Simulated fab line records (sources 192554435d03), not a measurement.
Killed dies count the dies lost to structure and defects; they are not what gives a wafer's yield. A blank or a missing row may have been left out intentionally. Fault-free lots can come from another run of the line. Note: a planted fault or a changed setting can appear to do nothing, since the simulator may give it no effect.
Chamber matching	flow n5-finfet	4 sister chambers for N5_BEOL_M14_CMP_49 on cmp-04
The step polishes, stops on SiO2, t overpolish 5.2 s, target thk 560 nm. 20 wafers are shown with their chamber, then 10 later ones without.

## WAFERS PAIRED WITH THEIR CHAMBERS
wafer	chamber	motor-current-A (A)	time-to-endpoint-s (s)	barrier-field-endpoint-s (s)
L074.1	2	9.7	125	11.58
L074.4	1	10.0	124	11.41
L074.6	1	9.6	118	11.12
L075.1	3	7.6	131	11.80
L075.4	0	8.1	124	11.42
L075.6	2	9.9	129	11.58
L080.2	3	7.7	128	11.86
L080.3	1	9.7	130	11.91
L080.6	2	10.0	124	11.55
L087.2	0	8.0	121	11.11
L087.4	3	7.6	128	11.76
L087.5	2	10.0	127	11.63
L089.1	1	9.6	122	11.27
L089.2	0	7.8	121	11.24
L089.6	3	7.8	126	11.45
L091.3	1	9.8	122	11.34
L091.4	3	7.4	128	11.59
L091.5	2	10.0	130	11.72
L093.3	1	9.9	124	11.34
L093.4	0	8.1	122	11.42

SIGNATURES (averages over the wafers above)
reading	chamber 0	chamber 1	chamber 2	chamber 3	scatter within a chamber
motor-current-A	8.000	9.767	9.920	7.620	0.148
time-to-endpoint-s	122.00	123.33	127.00	128.20	2.76
barrier-field-endpoint-s	11.2975	11.3983	11.6120	11.6920	0.188
Rule: a wafer's distance from a chamber is the root of the sum, over the readings, of the square of ((its reading less the chamber's mean) divided by the reading's scatter). If the next closest chamber is less than 2 further off than the closest, the wafer can't be placed; otherwise it belongs to the closest. How the scatter is found: for the shown wafers, subtract from each reading the mean of its chamber, square and add these, divide the total by (wafers less chambers), then take the root.

## WAFERS WHOSE CHAMBER IS MISSING
wafer	motor-current-A (A)	time-to-endpoint-s (s)	barrier-field-endpoint-s (s)
L093.6	8.2	124	11.32
L096.3	9.7	126	11.75
L096.5	9.7	122	11.44
L096.6	7.9	129	11.78
L097.1	9.6	127	11.91
L097.2	10.1	131	12.08
L097.5	10.4	130	11.76
L095.1	10.3	121	11.21
L095.4	7.5	125	11.27
L095.6	9.6	123	11.22

## WHICH CHAMBER EACH WENT THROUGH
wafer	from the rows above	in truth
L093.6	0	0
L096.3	can't be placed: 2 or 1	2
L096.5	can't be placed: 1 or 2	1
L096.6	can't be placed: 3 or 0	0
L097.1	can't be placed: 2 or 1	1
L097.2	can't be placed: 2 or 1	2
L097.5	can't be placed: 2 or 1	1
L095.1	can't be placed: 1 or 2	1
L095.4	can't be placed: 3 or 0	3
L095.6	can't be placed: 1 or 2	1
Placed correctly: 1 of 10. Unplaceable from these rows: 9, with the true chamber sitting among the candidates in 9. 0 placed wrongly.
